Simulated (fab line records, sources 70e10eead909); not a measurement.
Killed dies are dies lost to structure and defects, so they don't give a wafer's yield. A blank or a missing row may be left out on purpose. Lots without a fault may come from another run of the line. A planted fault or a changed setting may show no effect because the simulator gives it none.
fab line records | flow nand_harc | part 2 of 2: steps 4 to 6 of 6
record lots=22 wafers=66 last_day=33
route steps=1302 shown A_STAIRCASE@674
lots that met no fault: from a run of the same line without faults
start_h: hours from the record's first day to the start of the lot's first wafer shown | wait_h: hours since the lot's step before | " the same as in the row above | L1.1+2: a row that stands for several wafers | - no value, or no start given | * or withheld: withheld | < > ~ a bound
route shown NAME@n: a module of which the file shows steps, and the number in the route of the first | usual: mean/standard deviation of fault-free wafers | same: alike in all rows | chamber/n: place in a boat | sites: the reading at each site | _std_site: their standard deviation | _edge_site: outer sites' mean less inner sites' | radius_mm: how far each site lies from the wafer's centre | mask NAME#n: copy n | behind: the tool/chamber that last shaped the wafer | hold: why the lot was held/for how many hours/how that ended | device: the transistor (n, p or np) that didn't switch | end of line: the same wafers' tests at the end of the route | a step without rows: its recipe alone | killed: dies lost to structure and defects at the first sort, not the wafer's yield | map: a wafer's dies, x killed, . not, _ none there
set.NAME: the setting as run; set.NAME@STEP: as run at that earlier step | model.NAME: the simulator's own value behind a step, which no gauge read
steps of the route over a sample of lots; a table a step, a row a wafer
services: from which hour (start_h, from the record's first day; less than 0 if before it) a tool's chamber was out of use, for how many hours, and why
## steps
# step NHARC_A_STAIRCASE_TRIM_187
# recipe time_s=211.2 o2_flow_sccm=500 ar_flow_sccm=0 bias_w=0 chemistry=O2
# usual drypump_motor_current_A=5.7/0.33 oes_product_au=0.998/0.01 rf_vpp_V=58.0/0.87 showerhead_plenum_p_Torr=3.59/0.13 throttle_valve_pct=17.037/0.0089
# same time_s=211.2
# columns lot.wafer tool chamber start_h wait_h drypump_motor_current_A oes_product_au rf_hours_counter_h rf_vpp_V showerhead_plenum_p_Torr throttle_valve_pct
L074.1 rie_diel-01 0 356.68 0.1 5.4 1.000 46 58.9 3.78 17.037
L074.6 " 2 " " 5.5 0.986 - 58.0 3.50 17.037
L074.5 " 3 " " 6.1 1.004 - 58.7 3.75 17.044
L075.4 rie_diel-13 3 365.86 0.1 5.9 1.001 5 57.7 3.57 17.030
L075.2 " 1 " " 5.9 1.007 5 57.0 3.75 17.039
L075.5 " 3 " " 5.9 1.007 - 58.7 3.57 17.025
L076.2 rie_diel-13 0 366.30 0.1 5.3 0.981 5 58.8 3.61 17.043
L076.4 " 2 " " 5.6 0.998 5 58.8 3.56 17.050
L076.1 " 3 " " 5.9 1.000 5 58.1 3.57 17.040
L077.3 rie_diel-13 1 386.25 0.1 5.9 0.998 12 59.3 3.74 17.041
L077.4 " 2 " " 5.5 0.992 12 57.8 3.56 17.037
L077.5 " 2 " " 5.5 1.004 - 59.7 3.56 17.027
L078.3 rie_diel-01 1 393.73 0.1 6.0 0.993 1 58.2 3.56 17.044
L078.4 " 2 " " 5.5 0.985 1 58.1 3.49 17.027
L078.1 " 3 " " 6.1 1.000 1 57.8 3.74 17.038
L079.3 rie_diel-06 0 412.79 0.1 5.2 0.995 33 59.1 3.40 17.041
L079.1 " 1 " " 5.6 1.001 32 58.9 3.28 17.038
L079.2 " 3 " " 5.3 1.007 28 58.5 3.52 17.043
L080.3 rie_diel-13 2 413.04 0.1 5.6 1.006 24 58.6 3.55 17.041
L080.2 " 3 " " 5.9 1.008 25 57.5 3.56 17.032
L080.5 " 0 " " 5.3 0.992 - 57.1 3.60 17.036
L081.3 rie_diel-01 3 434.20 0.1 6.1 0.986 11 57.3 3.74 17.043
L081.5 " 1 " " 6.0 0.981 - 59.4 3.56 17.038
L081.6 " 2 " " 5.5 0.991 - 58.5 3.49 17.031
L083.2 rie_diel-01 2 450.38 0.1 5.5 0.982 18 56.9 3.48 17.016
L083.3 " 3 " " 6.1 0.986 16 58.5 3.73 17.052
L083.6 " 3 " " 6.1 0.991 - 57.9 3.73 17.026
L082.2 rie_diel-06 2 450.62 0.1 6.2 0.976 43 56.9 3.54 17.033
L082.4 " 0 " " 5.3 1.007 - 56.9 3.39 17.036
L082.5 " 2 " " 6.2 0.987 - 56.3 3.54 17.044
L084.3 rie_diel-13 2 463.53 0.1 5.6 0.995 42 58.0 3.54 17.040
L084.5 " 3 " " 5.9 1.010 - 57.2 3.55 17.031
L084.6 " 0 " " 5.2 0.990 - 57.3 3.59 17.040
L086.2 rie_diel-06 2 470.25 0.1 6.3 0.989 49 56.6 3.54 17.035
L086.6 " 1 " " 5.6 0.999 - 57.3 3.27 17.032
L086.5 " 2 " " 6.2 0.994 - 56.9 3.54 17.034
L087.3 rie_diel-01 3 479.86 0.3 6.1 0.989 27 57.7 3.73 17.026
L087.6 " 0 " " 5.4 1.006 - 58.3 3.76 17.021
L087.5 " 2 " " 5.5 0.992 - 58.3 3.48 17.014
L088.3 rie_diel-06 0 505.21 0.1 5.3 1.005 4 57.8 3.38 17.045
L088.1 " 2 " " 6.3 0.999 3 58.3 3.53 17.038
L088.6 " 1 " " 5.6 0.994 - 57.5 3.81 17.055
L089.1 rie_diel-13 1 505.69 0.1 5.9 0.998 56 57.6 3.72 17.031
L089.4 " 3 " " 5.9 1.019 59 56.9 3.54 17.028
L089.5 " 2 " " 5.6 1.015 - 58.1 3.54 17.041
L090.2 rie_diel-06 3 517.47 0.1 5.3 0.997 6 57.4 3.50 17.039
L090.3 " 0 " " 5.3 1.015 7 56.7 3.38 17.037
L090.6 " 2 " " 6.3 0.993 - 58.5 3.53 17.025
L093.1 rie_diel-13 2 533.96 0.1 5.6 1.003 2 58.2 3.53 17.043
L093.6 " 0 " " 5.3 0.995 - 57.0 3.57 17.029
L093.5 " 1 " " 5.9 1.002 - 59.4 3.71 17.034
L091.4 rie_diel-06 0 535.40 0.1 5.3 1.021 15 57.9 3.38 17.057
L091.3 " 1 " " 5.6 0.986 15 58.3 3.80 17.036
L091.5 " 0 " " 5.3 1.011 - 58.7 3.38 17.035
L092.1 rie_diel-13 1 536.41 0.1 6.0 0.996 4 58.6 3.71 17.045
L092.2 " 2 " " 5.6 1.001 3 58.5 3.53 17.060
L092.5 " 2 " " 5.6 1.007 - 56.8 3.53 17.027
L094.2 rie_diel-13 3 546.75 0.1 5.9 1.011 9 56.9 3.54 17.041
L094.1 " 2 " " 5.5 1.018 9 57.7 3.53 17.051
L094.5 " 0 " " 5.3 0.994 - 57.7 3.57 17.036
L096.4 rie_diel-01 0 569.27 0.1 5.4 1.003 0 58.9 3.74 17.028
L096.3 " 1 " " 6.0 0.981 0 58.1 3.54 17.053
L096.2 " 2 " " 5.5 0.981 0 56.3 3.46 17.045
L097.3 rie_diel-01 1 580.54 0.1 6.0 0.998 6 59.2 3.53 17.031
L097.2 " 3 " " 6.1 1.000 4 59.9 3.71 17.039
L097.6 " 2 " " 5.5 0.994 - 57.9 3.46 17.029
# step NHARC_A_STAIRCASE_ETCH_230
# recipe target_depth_a=1000 time_s=40.5 ion_energy_ev=400 c4f8_flow_sccm=20 o2_flow_sccm=10 ar_flow_sccm=withheld rf_w=600 bias_w=1000 chemistry=C4F8/O2
# usual oes_product_au=0.945/0.015 rf_vpp_V=897/4.7
# same time_s=40.5
# columns lot.wafer tool chamber start_h wait_h oes_product_au rf_hours_counter_h rf_vpp_V
L074.1 rie_diel-13 3 - - 0.938 3 897
L074.5 " 2 " " 0.940 - 896
L074.6 " 3 " " 0.935 - 899
L075.2 rie_diel-06 3 - - 0.923 16 896
L075.5 " 0 " " 0.922 - 890
L075.4 " 3 " " 0.924 - 896
L076.4 rie_diel-01 0 - - 0.959 53 906
L076.1 " 2 " " 0.972 50 895
L076.2 " 3 " " 0.975 51 904
L077.4 rie_diel-01 1 - - 0.947 1 897
L077.3 " 2 " " 0.937 1 895
L077.5 " 2 " " 0.930 - 896
L078.1 rie_diel-06 0 - - 0.954 31 891
L078.3 " 1 " " 0.980 30 887
L078.4 " 2 " " 0.960 30 896
L080.2 rie_diel-06 2 - - 0.941 32 897
L080.3 " 0 " " 0.950 34 892
L080.5 " 2 " " 0.932 - 896
L079.2 rie_diel-01 2 - - 0.943 9 893
L079.1 " 3 " " 0.931 9 903
L079.3 " 1 " " 0.934 8 897
L081.3 rie_diel-13 2 - - 0.945 29 897
L081.5 " 3 " " 0.983 - 897
L081.6 " 0 " " 0.963 - 899
L083.2 rie_diel-01 3 - - 0.960 18 903
L083.3 " 0 " " 0.952 18 905
L083.6 " 2 " " 0.967 - 895
L082.4 rie_diel-13 2 - - 0.926 40 895
L082.2 " 3 " " 0.933 41 896
L082.5 " 2 " " 0.939 - 895
L084.3 rie_diel-06 3 - - 0.948 44 897
L084.5 " 3 " " 0.938 - 896
L084.6 " 0 " " 0.950 - 890
L086.2 rie_diel-06 2 - - 0.934 50 897
L086.6 " 1 " " 0.936 - 885
L086.5 " 2 " " 0.937 - 897
L087.3 rie_diel-13 3 - - 0.959 54 896
L087.5 " 0 " " 0.950 - 898
L087.6 " 1 " " 0.945 - 902
L088.3 rie_diel-06 2 - - 0.945 4 895
L088.1 " 3 " " 0.933 5 894
L088.6 " 3 " " 0.948 - 895
L089.1 rie_diel-13 0 - - 0.957 59 897
L089.4 " 2 " " 0.946 58 898
L089.5 " 3 " " 0.954 - 895
L090.2 rie_diel-01 1 - - 0.930 35 897
L090.3 " 2 " " 0.946 47 895
L090.6 " 0 " " 0.960 - 904
L093.1 rie_diel-13 1 - - 0.952 5 904
L093.5 " 3 " " 0.968 - 897
L093.6 " 0 " " 0.945 - 900
L091.4 rie_diel-01 0 - - 0.934 53 904
L091.3 " 1 " " 0.928 43 896
L091.5 " 2 " " 0.931 - 894
L092.1 rie_diel-01 2 - - 0.954 55 893
L092.2 " 0 " " 0.937 54 903
L092.5 " 1 " " 0.939 - 896
L094.2 rie_diel-13 3 - - 0.937 12 896
L094.1 " 2 " " 0.931 11 896
L094.5 " 0 " " 0.931 - 897
L096.3 rie_diel-01 0 - - 0.952 3 905
L096.2 " 1 " " 0.963 4 896
L096.4 " 3 " " 0.949 3 902
L097.3 rie_diel-13 2 - - 0.953 21 896
L097.2 " 3 " " 0.963 18 896
L097.6 " 1 " " 0.939 - 903
# step NHARC_A_STAIRCASE_STRIP_238
# recipe power_w=1500 temp_c=250 chemistry=O2
# usual drypump_motor_current_A=5.43/0.3 heater_power_w=337/31
# columns lot.wafer tool chamber start_h wait_h drypump_motor_current_A heater_power_w rf_hours_counter_h
L074.1 plasma_asher-02 1 363.69 0.1 5.38 306 21
L074.6 " 0 " " 5.59 315 -
L074.5 " 1 " " 5.40 308 -
L075.2 plasma_asher-01 0 372.65 0.1 5.80 381 35
L075.4 " 1 " " 4.94 345 -
L075.5 " 0 " " 5.80 380 -
L076.1 plasma_asher-01 1 373.60 0.1 4.95 343 35
L076.2 " 0 " " 5.80 385 35
L076.4 " 0 " " 5.80 382 -
L077.4 plasma_asher-02 1 392.49 0.3 5.39 306 -
L077.3 " 0 " " 5.54 318 -
L077.5 " 0 " " 5.54 327 -
L078.1 plasma_asher-01 0 402.62 0.1 5.77 382 1
L078.3 " 1 " " 4.95 344 -
L078.4 " 0 " " 5.78 388 -
L080.2 plasma_asher-02 1 418.79 0.1 5.41 301 33
L080.3 " 1 " " 5.38 312 -
L080.5 " 0 " " 5.59 316 -
L079.1 plasma_asher-01 0 419.21 0.1 5.74 393 5
L079.2 " 1 " " 4.93 342 5
L079.3 " 1 " " 4.94 353 -
L081.3 plasma_asher-01 1 440.97 0.2 4.93 346 -
L081.6 " 0 " " 5.78 393 -
L081.5 " 1 " " 4.94 345 -
L083.2 plasma_asher-02 0 456.25 0.1 5.54 318 5
L083.3 " 0 " " 5.58 314 -
L083.6 " 0 " " 5.57 316 -
L082.2 plasma_asher-01 0 457.48 0.1 5.79 384 13
L082.4 " 0 " " 5.76 398 -
L082.5 " 1 " " 4.93 354 -
L084.3 plasma_asher-02 0 469.46 0.2 5.62 319 -
L084.5 " 1 " " 5.39 296 -
L084.6 " 0 " " 5.58 319 -
L086.2 plasma_asher-01 0 475.93 0.1 5.80 377 16
L086.6 " 1 " " 4.94 357 -
L086.5 " 0 " " 5.80 375 -
L087.3 plasma_asher-02 1 486.79 0.2 5.39 300 -
L087.5 " 0 " " 5.54 323 -
L087.6 " 1 " " 5.40 306 -
L088.1 plasma_asher-01 0 511.30 0.1 5.78 394 23
L088.3 " 1 " " 4.95 345 -
L088.6 " 0 " " 5.75 395 -
L089.1 plasma_asher-02 0 511.89 0.1 5.63 313 16
L089.4 " 1 " " 5.39 308 -
L089.5 " 0 " " 5.62 325 -
L090.2 plasma_asher-02 0 523.88 0.1 5.58 319 18
L090.3 " 1 " " 5.42 308 -
L090.6 " 1 " " 5.39 305 -
L091.3 plasma_asher-01 1 542.53 0.2 4.93 344 -
L091.4 " 0 " " 5.80 394 -
L091.5 " 0 " " 5.81 394 -
L093.1 plasma_asher-01 1 542.72 0.1 4.95 335 29
L093.6 " 1 " " 4.96 360 -
L093.5 " 0 " " 5.78 393 -
L092.2 plasma_asher-02 1 542.97 0.1 5.40 299 23
L092.1 " 0 " " 5.56 322 23
L092.5 " 1 " " 5.44 302 -
L094.1 plasma_asher-01 1 554.40 0.1 4.93 348 32
L094.2 " 0 " " 5.78 376 32
L094.5 " 0 " " 5.78 385 -
L096.2 plasma_asher-02 0 576.21 0.1 5.62 328 32
L096.4 " 0 " " 5.61 319 -
L096.3 " 1 " " 5.39 308 -
L097.2 plasma_asher-02 0 586.60 0.1 5.56 318 34
L097.3 " 1 " " 5.38 308 -
L097.6 " 0 " " 5.56 322 -
## services
# columns tool chamber start_h hours kind
rie_diel-13 0 332.37 2.7 repair
rie_diel-13 - 342.00 9.0 pm
rie_diel-13 0 342.00 9.0 vent_cycle
rie_diel-13 1 342.00 9.0 vent_cycle
rie_diel-13 2 342.00 9.0 vent_cycle
rie_diel-13 3 342.00 9.0 vent_cycle
rie_diel-13 0 351.00 - clean
rie_diel-13 1 351.00 - clean
rie_diel-13 2 351.00 - clean
rie_diel-01 3 354.00 1.6 repair
rie_diel-06 1 370.89 3.9 repair
rie_diel-01 0 373.04 3.4 repair
rie_diel-01 - 380.82 9.0 pm
rie_diel-06 - 389.19 0.8 repair
plasma_asher-01 - 389.34 9.0 pm
rie_diel-06 2 401.85 4.8 repair
plasma_asher-02 - 426.00 9.0 pm
rie_diel-06 0 429.63 4.8 repair
rie_diel-06 - 484.70 9.0 pm
rie_diel-13 - 519.00 9.0 pm
rie_diel-01 - 557.82 9.0 pm
plasma_asher-01 - 566.83 9.0 pm
rie_diel-13 3 571.34 4.3 repair
rie_diel-13 0 583.55 8.3 repair
